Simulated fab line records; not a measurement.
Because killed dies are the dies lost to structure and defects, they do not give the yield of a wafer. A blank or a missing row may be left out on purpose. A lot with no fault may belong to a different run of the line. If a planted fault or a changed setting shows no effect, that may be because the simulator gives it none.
fab line records / flow nand-harc
record: lots: 6 wafers: 18 last-day: 23
route steps=1159 shown P_GATE@191 END@1159
lots with no fault: from the same line, run without faults
start-h: the number of hours between the record's first day and the start of the first shown wafer of the lot / wait-h: hours from the lot's prior step to this one / " as in the row above / L1.1+2: a single row standing in for several wafers / - either no value or no given start / * or withheld: withheld / < > ~ a bound
route shown NAME@n: a module of which the file shows steps, and the number in the route of the first / usual: average and standard deviation across the fault-free wafers / same: alike in all rows / chamber/n: place in a boat / sites: per-site readings / _std_site: how widely they spread, as a standard deviation / _edge_site: the outer-site mean with the inner-site mean subtracted / radius-mm: how far each site lies from the wafer's centre / mask NAME#n: copy n / behind: the last tool/chamber to shape the wafer / hold: cause of the lot's hold/its duration in hours/its outcome / device: the n, p or np transistor that did not switch / end of line: tests of these same wafers at the route's end / a step without rows: its recipe alone / killed: dies lost to structure and defects at the first sort, not the wafer's yield / map: per-die view of a wafer (x killed, . not killed, _ where there is no die)
set.NAME: the setting the step ran with; set.NAME@STEP: the setting that earlier step ran with / model.NAME: the simulator's own value behind a step, which no gauge read
lots at some steps of the route; a table a step, a row a wafer
services: when a tool's chamber went out of use (start-h, in hours from the record's first day, below 0 if earlier), for how many hours, and the reason
== steps ==
step: NHARC_P_GATE_STRIP_63
recipe: time-s: 900 temp-c: 130 chemistry: SPM
step: NHARC_P_GATE_DEHYDRATE_83
recipe: temp-c: 150 time-s: 120
step: NHARC_P_GATE_HMDS_84
recipe: time-s: 30
step: NHARC_P_GATE_COAT_85
recipe: spin-rpm: 3000
step: NHARC_P_GATE_SOFTBAKE_86
recipe: temp-c: 122 time-s: 95
step: NHARC_P_GATE_EBR_87
step: NHARC_P_GATE_EXPOSE_88
recipe: na: 0.6 target-cd-nm: 2000 dose-mj: 11.87 mask-id: P_HVN
step: NHARC_P_GATE_PEB_89
recipe: peb-temp-c: 118 peb-time-s: 85
step: NHARC_P_GATE_DEVELOP_90
recipe: time-s: 70
step: NHARC_P_GATE_CD_MEAS_91
recipe: target-cd-nm: 2000 landing-energy-ev: 500
usual: cd-nm: 2000.9/2.3
lot.wafer=L749.1 tool=cd-sem-01 chamber=0 start-h=118.06 wait-h=- cd-nm=1996.9
lot.wafer=L749.4 tool=cd-sem-01 chamber=0 start-h=118.06 wait-h=- cd-nm=1998.3
lot.wafer=L749.5 tool=cd-sem-01 chamber=0 start-h=118.06 wait-h=- cd-nm=1997.1
lot.wafer=L750.1 tool=cd-sem-03 chamber=0 start-h=124.42 wait-h=- cd-nm=1997.2
lot.wafer=L750.4 tool=cd-sem-03 chamber=0 start-h=124.42 wait-h=- cd-nm=1995.8
lot.wafer=L750.6 tool=cd-sem-03 chamber=0 start-h=124.42 wait-h=- cd-nm=1997.1
lot.wafer=L757.1 tool=cd-sem-02 chamber=0 start-h=173.39 wait-h=- cd-nm=1998.8
lot.wafer=L757.2 tool=cd-sem-02 chamber=0 start-h=173.39 wait-h=- cd-nm=1999.6
lot.wafer=L757.6 tool=cd-sem-02 chamber=0 start-h=173.39 wait-h=- cd-nm=2000.2
lot.wafer=L761.1 tool=cd-sem-03 chamber=0 start-h=182.45 wait-h=- cd-nm=2000.7
lot.wafer=L761.3 tool=cd-sem-03 chamber=0 start-h=182.45 wait-h=- cd-nm=2001.7
lot.wafer=L761.4 tool=cd-sem-03 chamber=0 start-h=182.45 wait-h=- cd-nm=2000.7
lot.wafer=L765.1 tool=cd-sem-02 chamber=0 start-h=208.37 wait-h=- cd-nm=1998.7
lot.wafer=L765.4 tool=cd-sem-02 chamber=0 start-h=208.37 wait-h=- cd-nm=1997.8
lot.wafer=L765.5 tool=cd-sem-02 chamber=0 start-h=208.37 wait-h=- cd-nm=1998.4
lot.wafer=L767.1 tool=cd-sem-02 chamber=0 start-h=218.72 wait-h=- cd-nm=2000.6
lot.wafer=L767.2 tool=cd-sem-02 chamber=0 start-h=218.72 wait-h=- cd-nm=2001.2
lot.wafer=L767.6 tool=cd-sem-02 chamber=0 start-h=218.72 wait-h=- cd-nm=2000.3
step: NHARC_P_GATE_HARDBAKE_92
recipe: temp-c: 125 time-s: 80
step: NHARC_P_GATE_DESCUM_93
recipe: time-s: 3 o2-flow-sccm: 200 ar-flow-sccm: 0 bias-power-w: 0 chemistry: O2
usual: drypump-motor-current-A: 5.4/0.34 mfc-ar-sccm: 0.008/0.0096 oes-product-au: 1.000/0.0089 rf-vpp-V: 57.8/0.9 showerhead-plenum-p-Torr: 1.94/0.093 throttle-valve-pct: 11.312/0.0089
lot.wafer=L749.4 tool=rie-diel-07 chamber=3 start-h=118.22 wait-h=- drypump-motor-current-A=5.6 mfc-ar-sccm=0.011 oes-product-au=0.982 rf-hours-counter-h=13 rf-vpp-V=56.7 showerhead-plenum-p-Torr=2.05 throttle-valve-pct=11.306
lot.wafer=L749.1 tool=rie-diel-07 chamber=0 start-h=118.22 wait-h=- drypump-motor-current-A=5.1 mfc-ar-sccm=0 oes-product-au=1.002 rf-hours-counter-h=11 rf-vpp-V=58.5 showerhead-plenum-p-Torr=1.97 throttle-valve-pct=11.315
lot.wafer=L749.5 tool=rie-diel-07 chamber=0 start-h=118.22 wait-h=- drypump-motor-current-A=5.1 mfc-ar-sccm=0 oes-product-au=1.004 rf-hours-counter-h=- rf-vpp-V=57.3 showerhead-plenum-p-Torr=1.97 throttle-valve-pct=11.312
lot.wafer=L750.4 tool=rie-diel-03 chamber=1 start-h=124.59 wait-h=- drypump-motor-current-A=6.3 mfc-ar-sccm=0.008 oes-product-au=1.006 rf-hours-counter-h=30 rf-vpp-V=57.7 showerhead-plenum-p-Torr=1.98 throttle-valve-pct=11.324
lot.wafer=L750.1 tool=rie-diel-03 chamber=2 start-h=124.59 wait-h=- drypump-motor-current-A=4.7 mfc-ar-sccm=0 oes-product-au=0.996 rf-hours-counter-h=30 rf-vpp-V=57.5 showerhead-plenum-p-Torr=2.00 throttle-valve-pct=11.311
lot.wafer=L750.6 tool=rie-diel-03 chamber=0 start-h=124.59 wait-h=- drypump-motor-current-A=5.5 mfc-ar-sccm=0.016 oes-product-au=1.015 rf-hours-counter-h=- rf-vpp-V=59.3 showerhead-plenum-p-Torr=1.90 throttle-valve-pct=11.319
lot.wafer=L757.2 tool=rie-diel-06 chamber=2 start-h=173.58 wait-h=- drypump-motor-current-A=5.5 mfc-ar-sccm=0.000 oes-product-au=1.006 rf-hours-counter-h=40 rf-vpp-V=56.5 showerhead-plenum-p-Torr=1.78 throttle-valve-pct=11.311
lot.wafer=L757.1 tool=rie-diel-06 chamber=3 start-h=173.58 wait-h=- drypump-motor-current-A=6.1 mfc-ar-sccm=0 oes-product-au=0.999 rf-hours-counter-h=30 rf-vpp-V=57.2 showerhead-plenum-p-Torr=1.82 throttle-valve-pct=11.315
lot.wafer=L757.6 tool=rie-diel-06 chamber=1 start-h=173.58 wait-h=- drypump-motor-current-A=5.0 mfc-ar-sccm=0 oes-product-au=1.012 rf-hours-counter-h=- rf-vpp-V=58.3 showerhead-plenum-p-Torr=1.87 throttle-valve-pct=11.323
lot.wafer=L761.1 tool=rie-diel-03 chamber=0 start-h=182.61 wait-h=- drypump-motor-current-A=5.5 mfc-ar-sccm=0.016 oes-product-au=0.986 rf-hours-counter-h=47 rf-vpp-V=57.8 showerhead-plenum-p-Torr=1.90 throttle-valve-pct=11.308
lot.wafer=L761.3 tool=rie-diel-03 chamber=1 start-h=182.61 wait-h=- drypump-motor-current-A=6.3 mfc-ar-sccm=0.008 oes-product-au=1.003 rf-hours-counter-h=50 rf-vpp-V=56.7 showerhead-plenum-p-Torr=1.97 throttle-valve-pct=11.305
lot.wafer=L761.4 tool=rie-diel-03 chamber=3 start-h=182.61 wait-h=- drypump-motor-current-A=5.5 mfc-ar-sccm=0.044 oes-product-au=0.993 rf-hours-counter-h=45 rf-vpp-V=58.0 showerhead-plenum-p-Torr=1.77 throttle-valve-pct=11.330
lot.wafer=L765.1 tool=rie-diel-07 chamber=3 start-h=208.54 wait-h=- drypump-motor-current-A=5.5 mfc-ar-sccm=0.011 oes-product-au=0.996 rf-hours-counter-h=29 rf-vpp-V=58.1 showerhead-plenum-p-Torr=2.04 throttle-valve-pct=11.329
lot.wafer=L765.4 tool=rie-diel-07 chamber=0 start-h=208.54 wait-h=- drypump-motor-current-A=5.1 mfc-ar-sccm=0 oes-product-au=1.010 rf-hours-counter-h=28 rf-vpp-V=57.9 showerhead-plenum-p-Torr=1.96 throttle-valve-pct=11.311
lot.wafer=L765.5 tool=rie-diel-07 chamber=3 start-h=208.54 wait-h=- drypump-motor-current-A=5.6 mfc-ar-sccm=0.011 oes-product-au=0.995 rf-hours-counter-h=- rf-vpp-V=58.1 showerhead-plenum-p-Torr=2.04 throttle-valve-pct=11.308
lot.wafer=L767.1 tool=rie-diel-06 chamber=2 start-h=218.92 wait-h=- drypump-motor-current-A=5.5 mfc-ar-sccm=0.000 oes-product-au=1.013 rf-hours-counter-h=58 rf-vpp-V=57.8 showerhead-plenum-p-Torr=1.77 throttle-valve-pct=11.327
lot.wafer=L767.2 tool=rie-diel-06 chamber=0 start-h=218.92 wait-h=- drypump-motor-current-A=5.7 mfc-ar-sccm=0 oes-product-au=0.992 rf-hours-counter-h=51 rf-vpp-V=56.4 showerhead-plenum-p-Torr=1.82 throttle-valve-pct=11.331
lot.wafer=L767.6 tool=rie-diel-06 chamber=2 start-h=218.92 wait-h=- drypump-motor-current-A=5.5 mfc-ar-sccm=0.000 oes-product-au=1.011 rf-hours-counter-h=- rf-vpp-V=58.3 showerhead-plenum-p-Torr=1.77 throttle-valve-pct=11.308
step: NHARC_P_GATE_IMPLANT_94
recipe: energy-kev: 60 dose-cm2: 2e+15 tilt-deg: 7
usual: beam-energy-keV: 60.000/0.016 beam-on-s: 19.5/0.55
lot.wafer=L749.1 tool=implanter-02 chamber=0 start-h=118.36 wait-h=0.1 beam-energy-keV=60.001 beam-on-s=19.7
lot.wafer=L749.4 tool=implanter-02 chamber=0 start-h=118.36 wait-h=0.1 beam-energy-keV=59.990 beam-on-s=19.9
lot.wafer=L749.5 tool=implanter-02 chamber=0 start-h=118.36 wait-h=0.1 beam-energy-keV=60.007 beam-on-s=19.0
lot.wafer=L750.1 tool=implanter-01 chamber=0 start-h=124.73 wait-h=0.1 beam-energy-keV=59.991 beam-on-s=20.2
lot.wafer=L750.4 tool=implanter-01 chamber=0 start-h=124.73 wait-h=0.1 beam-energy-keV=59.962 beam-on-s=20.1
lot.wafer=L750.6 tool=implanter-01 chamber=0 start-h=124.73 wait-h=0.1 beam-energy-keV=59.987 beam-on-s=20.8
lot.wafer=L757.1 tool=implanter-02 chamber=- start-h=173.70 wait-h=0.1 beam-energy-keV=- beam-on-s=-
lot.wafer=L757.2 tool=implanter-02 chamber=- start-h=173.70 wait-h=0.1 beam-energy-keV=- beam-on-s=-
lot.wafer=L757.6 tool=implanter-02 chamber=- start-h=173.70 wait-h=0.1 beam-energy-keV=- beam-on-s=-
lot.wafer=L761.1 tool=implanter-01 chamber=- start-h=182.76 wait-h=0.1 beam-energy-keV=- beam-on-s=-
lot.wafer=L761.3 tool=implanter-01 chamber=- start-h=182.76 wait-h=0.1 beam-energy-keV=- beam-on-s=-
lot.wafer=L761.4 tool=implanter-01 chamber=- start-h=182.76 wait-h=0.1 beam-energy-keV=- beam-on-s=-
lot.wafer=L765.1 tool=implanter-02 chamber=0 start-h=208.98 wait-h=0.4 beam-energy-keV=60.017 beam-on-s=18.2
lot.wafer=L765.4 tool=implanter-02 chamber=0 start-h=208.98 wait-h=0.4 beam-energy-keV=60.004 beam-on-s=19.2
lot.wafer=L765.5 tool=implanter-02 chamber=0 start-h=208.98 wait-h=0.4 beam-energy-keV=60.032 beam-on-s=19.6
lot.wafer=L767.1 tool=implanter-02 chamber=0 start-h=219.09 wait-h=0.2 beam-energy-keV=60.038 beam-on-s=18.7
lot.wafer=L767.2 tool=implanter-02 chamber=0 start-h=219.09 wait-h=0.2 beam-energy-keV=60.016 beam-on-s=18.8
lot.wafer=L767.6 tool=implanter-02 chamber=0 start-h=219.09 wait-h=0.2 beam-energy-keV=59.985 beam-on-s=19.6
step: NHARC_P_GATE_STRIP_113
recipe: power-w: 1500 temp-c: 110 time-s: 740 chemistry: N2/H2
usual: drypump-motor-current-A: 5.7/0.32 heater-power-w: 94/11
lot.wafer=L749.1 tool=plasma-asher-01 chamber=1 start-h=118.70 wait-h=0.3 drypump-motor-current-A=5.5 heater-power-w=88 rf-hours-counter-h=3
lot.wafer=L749.4 tool=plasma-asher-01 chamber=0 start-h=118.70 wait-h=0.3 drypump-motor-current-A=6.0 heater-power-w=85 rf-hours-counter-h=-
lot.wafer=L749.5 tool=plasma-asher-01 chamber=1 start-h=118.70 wait-h=0.3 drypump-motor-current-A=5.4 heater-power-w=88 rf-hours-counter-h=-
lot.wafer=L750.1 tool=plasma-asher-02 chamber=1 start-h=124.95 wait-h=0.2 drypump-motor-current-A=5.3 heater-power-w=89 rf-hours-counter-h=41
lot.wafer=L750.4 tool=plasma-asher-02 chamber=1 start-h=124.95 wait-h=0.2 drypump-motor-current-A=5.3 heater-power-w=87 rf-hours-counter-h=-
lot.wafer=L750.6 tool=plasma-asher-02 chamber=1 start-h=124.95 wait-h=0.2 drypump-motor-current-A=5.3 heater-power-w=86 rf-hours-counter-h=-
lot.wafer=L757.1 tool=plasma-asher-01 chamber=1 start-h=173.92 wait-h=0.2 drypump-motor-current-A=5.4 heater-power-w=86 rf-hours-counter-h=19
lot.wafer=L757.2 tool=plasma-asher-01 chamber=0 start-h=173.92 wait-h=0.2 drypump-motor-current-A=6.0 heater-power-w=86 rf-hours-counter-h=19
lot.wafer=L757.6 tool=plasma-asher-01 chamber=1 start-h=173.92 wait-h=0.2 drypump-motor-current-A=5.5 heater-power-w=86 rf-hours-counter-h=-
lot.wafer=L761.1 tool=plasma-asher-02 chamber=0 start-h=182.99 wait-h=0.2 drypump-motor-current-A=6.0 heater-power-w=114 rf-hours-counter-h=62
lot.wafer=L761.4 tool=plasma-asher-02 chamber=0 start-h=182.99 wait-h=0.2 drypump-motor-current-A=6.0 heater-power-w=112 rf-hours-counter-h=-
lot.wafer=L761.3 tool=plasma-asher-02 chamber=1 start-h=182.99 wait-h=0.2 drypump-motor-current-A=5.3 heater-power-w=85 rf-hours-counter-h=-
lot.wafer=L765.1 tool=plasma-asher-02 chamber=1 start-h=209.51 wait-h=0.5 drypump-motor-current-A=5.3 heater-power-w=90 rf-hours-counter-h=7
lot.wafer=L765.4 tool=plasma-asher-02 chamber=1 start-h=209.51 wait-h=0.5 drypump-motor-current-A=5.3 heater-power-w=92 rf-hours-counter-h=-
lot.wafer=L765.5 tool=plasma-asher-02 chamber=0 start-h=209.51 wait-h=0.5 drypump-motor-current-A=6.0 heater-power-w=106 rf-hours-counter-h=-
lot.wafer=L767.2 tool=plasma-asher-01 chamber=1 start-h=219.31 wait-h=0.2 drypump-motor-current-A=5.4 heater-power-w=88 rf-hours-counter-h=38
lot.wafer=L767.1 tool=plasma-asher-01 chamber=0 start-h=219.31 wait-h=0.2 drypump-motor-current-A=6.1 heater-power-w=85 rf-hours-counter-h=38
lot.wafer=L767.6 tool=plasma-asher-01 chamber=0 start-h=219.31 wait-h=0.2 drypump-motor-current-A=6.0 heater-power-w=86 rf-hours-counter-h=-
step: NHARC_END_SORT_01
recipe: temp-c: 25
usual: killed-at-array: 21/8.9 killed-at-other: 0.8/1.3 killed-at-periphery: 3.6/2.4 killed-dies: 26/8.9 killed-open: 3.1/1.8 killed-short: 1.9/1.3
same: gross-dies: 677
lot.wafer=L761.1 tool=prober-01 chamber=0 start-h=515.71 wait-h=2.5 killed-at-array=13 killed-at-other=0 killed-at-periphery=664 killed-dies=677 killed-open=1 killed-short=3
lot.wafer=L761.3 tool=prober-01 chamber=0 start-h=517.32 wait-h=3.1 killed-at-array=12 killed-at-other=1 killed-at-periphery=664 killed-dies=677 killed-open=1 killed-short=3
lot.wafer=L761.4 tool=prober-01 chamber=0 start-h=518.13 wait-h=3.4 killed-at-array=15 killed-at-other=1 killed-at-periphery=661 killed-dies=677 killed-open=1 killed-short=1
lot.wafer=L757.1 tool=prober-02 chamber=0 start-h=515.75 wait-h=2.5 killed-at-array=32 killed-at-other=2 killed-at-periphery=643 killed-dies=677 killed-open=4 killed-short=2
lot.wafer=L757.2 tool=prober-02 chamber=0 start-h=516.55 wait-h=2.8 killed-at-array=30 killed-at-other=2 killed-at-periphery=645 killed-dies=677 killed-open=4 killed-short=2
lot.wafer=L757.6 tool=prober-02 chamber=0 start-h=519.78 wait-h=4.0 killed-at-array=33 killed-at-other=1 killed-at-periphery=643 killed-dies=677 killed-open=2 killed-short=3
lot.wafer=L765.1 tool=prober-01 chamber=0 start-h=551.08 wait-h=2.5 killed-at-array=23 killed-at-other=1 killed-at-periphery=6 killed-dies=30 killed-open=3 killed-short=5
killed by level:class
L761.1 P_GATE:area-implant=662 A_CHANNEL_HOLE_D1:chamber-film-flake=6 A_CONTACT:chamber-film-flake=4 P_M0:geometric-particle:short=1 A_ONON_D1:geometric-particle:short=1 A_CONTACT:geometric-particle:short=1 A_CONTACT:geometric-particle:open=1 P_ZERO_WELL:chamber-film-flake=1
L757.1 P_GATE:area-implant=640 A_CHANNEL_HOLE_D1:chamber-film-flake=18 A_SLIT:chamber-film-flake=8 A_CONTACT:chamber-film-flake=2 THIN_TSV:chamber-film-flake=2 P_GATE:geometric-particle:open=1 P_CONTACT:geometric-particle:open=1 A_CHANNEL_FILL_D1:geometric-particle:short=1
L757.2 P_GATE:area-implant=638 A_CHANNEL_HOLE_D1:chamber-film-flake=17 A_SLIT:chamber-film-flake=8 P_ZERO_WELL:chamber-film-flake=3 THIN_TSV:chamber-film-flake=2 P_CONTACT:geometric-particle:open=1 P_M0:geometric-particle:open=1 A_WL_FILL:geometric-particle:short=1
L761.3 P_GATE:area-implant=653 P_M2:chamber-film-flake=8 A_CONTACT:chamber-film-flake=4 P_ZERO_WELL:chamber-film-flake=2 A_CHANNEL_HOLE_D1:chamber-film-flake=2 P_M0:geometric-particle:short=1 A_SGD_CUT:geometric-particle:short=1 A_SGD_CUT:geometric-particle:open=1
L761.4 P_GATE:area-implant=657 A_CONTACT:chamber-film-flake=6 A_CHANNEL_HOLE_D1:chamber-film-flake=4 P_M2:chamber-film-flake=3 A_WL_FILL:chamber-film-flake=2 P_CONTACT:geometric-particle:short=1 A_CONTACT:geometric-particle:open=1 A_ZERO_WELL:chamber-film-flake=1
L757.6 P_GATE:area-implant=640 A_CHANNEL_HOLE_D1:chamber-film-flake=14 A_SLIT:chamber-film-flake=10 A_CONTACT:chamber-film-flake=4 P_GATE:geometric-particle:open=1 A_CHANNEL_FILL_D1:geometric-particle:short=1 A_WL_FILL:geometric-particle:short=1 A_CONTACT:geometric-particle:open=1
L765.1 A_CHANNEL_HOLE_D1:chamber-film-flake=19 P_M0:geometric-particle:short=2 P_GATE:geometric-particle:open=1 P_CONTACT:geometric-particle:open=1 A_SOURCE_PLATE:geometric-particle:short=1 A_CONTACT:geometric-particle:open=1 A_M1:geometric-particle:short=1 STARTING-WAFER:geometric-particle:short=1
map L757.1 (x killed, . not)
____________x____________
_________xxxxxxx_________
_______xxxxxxxxxxx_______
______xxxxxxxxxxxxx______
_____xxxxxxxxxxxxxxx_____
____xxxxxxxxxxxxxxxxx____
____xxxxxxxxxxxxxxxxx____
___xxxxxxxxxxxxxxxxxxx___
___xxxxxxxxxxxxxxxxxxx___
__xxxxxxxxxxxxxxxxxxxxx__
__xxxxxxxxxxxxxxxxxxxxx__
_xxxxxxxxxxxxxxxxxxxxxxx_
_xxxxxxxxxxxxxxxxxxxxxxx_
_xxxxxxxxxxxxxxxxxxxxxxx_
_xxxxxxxxxxxxxxxxxxxxxxx_
_xxxxxxxxxxxxxxxxxxxxxxx_
xxxxxxxxxxxxxxxxxxxxxxxxx
xxxxxxxxxxxxxxxxxxxxxxxxx
xxxxxxxxxxxxxxxxxxxxxxxxx
xxxxxxxxxxxxxxxxxxxxxxxxx
xxxxxxxxxxxxxxxxxxxxxxxxx
_xxxxxxxxxxxxxxxxxxxxxxx_
_xxxxxxxxxxxxxxxxxxxxxxx_
_xxxxxxxxxxxxxxxxxxxxxxx_
_xxxxxxxxxxxxxxxxxxxxxxx_
_xxxxxxxxxxxxxxxxxxxxxxx_
__xxxxxxxxxxxxxxxxxxxxx__
__xxxxxxxxxxxxxxxxxxxxx__
___xxxxxxxxxxxxxxxxxxx___
___xxxxxxxxxxxxxxxxxxx___
____xxxxxxxxxxxxxxxxx____
____xxxxxxxxxxxxxxxxx____
_____xxxxxxxxxxxxxxx_____
______xxxxxxxxxxxxx______
_______xxxxxxxxxxx_______
_________xxxxxxx_________
____________x____________
map L761.1 (x killed, . not)
____________x____________
_________xxxxxxx_________
_______xxxxxxxxxxx_______
______xxxxxxxxxxxxx______
_____xxxxxxxxxxxxxxx_____
____xxxxxxxxxxxxxxxxx____
____xxxxxxxxxxxxxxxxx____
___xxxxxxxxxxxxxxxxxxx___
___xxxxxxxxxxxxxxxxxxx___
__xxxxxxxxxxxxxxxxxxxxx__
__xxxxxxxxxxxxxxxxxxxxx__
_xxxxxxxxxxxxxxxxxxxxxxx_
_xxxxxxxxxxxxxxxxxxxxxxx_
_xxxxxxxxxxxxxxxxxxxxxxx_
_xxxxxxxxxxxxxxxxxxxxxxx_
_xxxxxxxxxxxxxxxxxxxxxxx_
xxxxxxxxxxxxxxxxxxxxxxxxx
xxxxxxxxxxxxxxxxxxxxxxxxx
xxxxxxxxxxxxxxxxxxxxxxxxx
xxxxxxxxxxxxxxxxxxxxxxxxx
xxxxxxxxxxxxxxxxxxxxxxxxx
_xxxxxxxxxxxxxxxxxxxxxxx_
_xxxxxxxxxxxxxxxxxxxxxxx_
_xxxxxxxxxxxxxxxxxxxxxxx_
_xxxxxxxxxxxxxxxxxxxxxxx_
_xxxxxxxxxxxxxxxxxxxxxxx_
__xxxxxxxxxxxxxxxxxxxxx__
__xxxxxxxxxxxxxxxxxxxxx__
___xxxxxxxxxxxxxxxxxxx___
___xxxxxxxxxxxxxxxxxxx___
____xxxxxxxxxxxxxxxxx____
____xxxxxxxxxxxxxxxxx____
_____xxxxxxxxxxxxxxx_____
______xxxxxxxxxxxxx______
_______xxxxxxxxxxx_______
_________xxxxxxx_________
____________x____________
== services ==
tool=rie-diel-03 chamber=0 start-h=96.96 hours=- kind=clean
tool=rie-diel-03 chamber=1 start-h=96.96 hours=- kind=clean
tool=rie-diel-03 chamber=2 start-h=96.96 hours=- kind=clean
tool=rie-diel-03 chamber=3 start-h=96.96 hours=- kind=clean
tool=rie-diel-06 chamber=0 start-h=97.70 hours=- kind=clean
tool=rie-diel-06 chamber=1 start-h=97.70 hours=- kind=clean
tool=plasma-asher-01 chamber=- start-h=99.23 hours=9.0 kind=pm
tool=plasma-asher-01 chamber=0 start-h=99.23 hours=9.0 kind=vent-cycle
tool=plasma-asher-01 chamber=1 start-h=99.23 hours=9.0 kind=vent-cycle
tool=rie-diel-06 chamber=3 start-h=99.58 hours=9.5 kind=repair
tool=plasma-asher-01 chamber=0 start-h=108.23 hours=- kind=clean
tool=plasma-asher-01 chamber=1 start-h=108.23 hours=- kind=clean
tool=plasma-asher-01 chamber=- start-h=164.29 hours=6.1 kind=repair
tool=implanter-02 chamber=- start-h=180.45 hours=2.3 kind=repair
tool=plasma-asher-02 chamber=- start-h=183.76 hours=9.0 kind=pm
tool=plasma-asher-02 chamber=0 start-h=183.76 hours=9.0 kind=vent-cycle
tool=plasma-asher-02 chamber=1 start-h=183.76 hours=9.0 kind=vent-cycle
tool=plasma-asher-02 chamber=0 start-h=192.76 hours=- kind=clean
tool=plasma-asher-02 chamber=1 start-h=192.76 hours=- kind=clean
tool=plasma-asher-02 chamber=- start-h=195.00 hours=1.2 kind=repair
tool=implanter-01 chamber=- start-h=208.58 hours=3.7 kind=repair
tool=rie-diel-06 chamber=- start-h=209.21 hours=0.9 kind=repair
tool=rie-diel-06 chamber=3 start-h=214.06 hours=39.4 kind=repair
tool=rie-diel-03 chamber=- start-h=215.83 hours=9.0 kind=pm
== key ==
first-sign: step: NHARC_P_GATE_IMPLANT_94 reading: tool-record direction: missing
effect: step: NHARC_END_SORT_01 reading: killed-at-periphery direction: up sigmas: 99+ usual: 3.6 struck: 653.3
more-kills-born-at: NHARC_P_GATE_IMPLANT_94@implanter-01: 1972 NHARC_P_GATE_IMPLANT_94@implanter-02: 1918
met-at NHARC_P_GATE_IMPLANT_94
struck-wafers L757.1,L757.2,L757.6,L761.1,L761.3,L761.4
later-rows-left-out L757.1,L757.2,L757.6,L761.1,L761.3,L761.4
tester-left-out L757,L761
onset-between 124.73 173.70
fault: kind: skipped-step-whole tool: implanter-01,implanter-02 chamber: - onset-h: 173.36 steps: NHARC_P_GATE_IMPLANT_94 scope: struck-lots-only
tester-left-out: of these lots the tester's yield and bins aren't shown, on N5 and GAA mostly nor the transistor test; their killed dies are dies lost to structure and defects alone, not to doping, threshold or leakage, so they don't give the yield
later-rows-left-out: the simulator's readings of these wafers behind a module that went badly wrong aren't trusted and aren't shown, but for the sort
